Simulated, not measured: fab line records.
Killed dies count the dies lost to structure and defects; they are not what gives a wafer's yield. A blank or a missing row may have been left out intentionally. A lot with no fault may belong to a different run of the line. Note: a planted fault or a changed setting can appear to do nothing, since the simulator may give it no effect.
8D (eight disciplines) problem report, filled in by code / flow nand harc / the parts of the form that need people (team, actions taken, sign-off) are left out

1. WHAT WENT WRONG
Wafers without a fault read 28.7 s, standard deviation 2.2; time to endpoint s at NHARC_A_M0_CMP_23 reads a mean of 10.7 s on 3 wafers belonging to 2 lots. Measured from the usual mean, that is -8.2 standard deviations.
The step: polishes, t overpolish 20 s, target thk 113.75 nm.
Earliest sighting: wafer L570.2 on cmp-01 at day 19 14:15. The record has a number at this step for 34 wafers belonging to 12 lots. By rule, "out" or "out of limits" means more than 4 standard deviations away from the usual mean. The rest of the wafers with a number are treated as sound.

2. WHAT IT IS AND WHAT IT IS NOT
question=which readings at this step | is=time to endpoint s | is not=motor current A
question=which lots | is=L569, L570 | is not=L563, L564, L565, L566, L576, L579, L580, L583, L584, L586
question=which wafers of those lots | is=L569.2, L570.2, L570.5 | is not=L569.3
question=read on which tools | is=cmp-01, cmp-04 | is not=cmp-02
question=when | is=from day 19 14:15 | is not=up to then (12 sound wafers); but 19 sound wafers of L569, L576, L579, L580, L583, L584, L586 came after

3. SUSPECTS, AND WHAT RULES EACH OUT
Counting: if a tool at a process step up to the reading ran every lot that is out, it stays a suspect. Sound lots after the first of them don't rule it out here, since some wafers of a struck lot are sound.
- cmp-03 at NHARC_A_BLC_CMP_25 (polishes, t overpolish 30 s, target thk 150 nm): kept. It processed each lot that is out (first: L570, day 19 10:47); up to then, its last sound lot is L564 (day 18 02:39).
- ecd cu-02 at NHARC_A_M0_ECD_22 (material Cu, target thk 400 nm): kept. It processed each lot that is out (first: L570, day 19 13:28); up to then, its last sound lot is L564 (day 18 05:29).
Left after counting: cmp-03 at NHARC_A_BLC_CMP_25, ecd cu-02 at NHARC_A_M0_ECD_22.

4. THE CAUSE (what the simulator had put in)
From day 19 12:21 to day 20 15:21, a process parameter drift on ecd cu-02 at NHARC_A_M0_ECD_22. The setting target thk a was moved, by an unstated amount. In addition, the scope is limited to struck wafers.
Of the 2 suspects that counting leaves, this tool is one.

5. SEQUENCE OF EFFECTS, ordered by route
Each row: a reading where the mean over the struck wafers with a number is more than 3 standard deviations away from the usual. Scope: only readings with a usual standard deviation given in the record; hours: median across lots of the time from each lot's start at the first step in this table that gives one to its start at this step; sigmas: change in usual standard deviations.
hours=0; step=NHARC_A_M0_CMP_23; reading=time to endpoint s; usual=28.7 s; on struck wafers=10.7; change=-18.0; sigmas=-8.2
Here are the process steps it includes:
- NHARC_A_M0_CMP_23: polishes, t overpolish 20 s, target thk 113.75 nm.
At these later measuring or inspecting steps, every struck wafer for which the step has a row has a number for every such reading, and none has moved that far: NHARC_END_SORT_01.

6. HOW IT WOULD HAVE BEEN CAUGHT EARLIER
2 hours passed between the start of the fault at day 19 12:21 and the first reading out of limits in this record, taken at day 19 14:15.
Lots out: 2; of these, L569 started NHARC_A_M0_ECD_22 on ecd cu-02 after day 19 14:15. Putting the tool on hold at that point would have spared it.
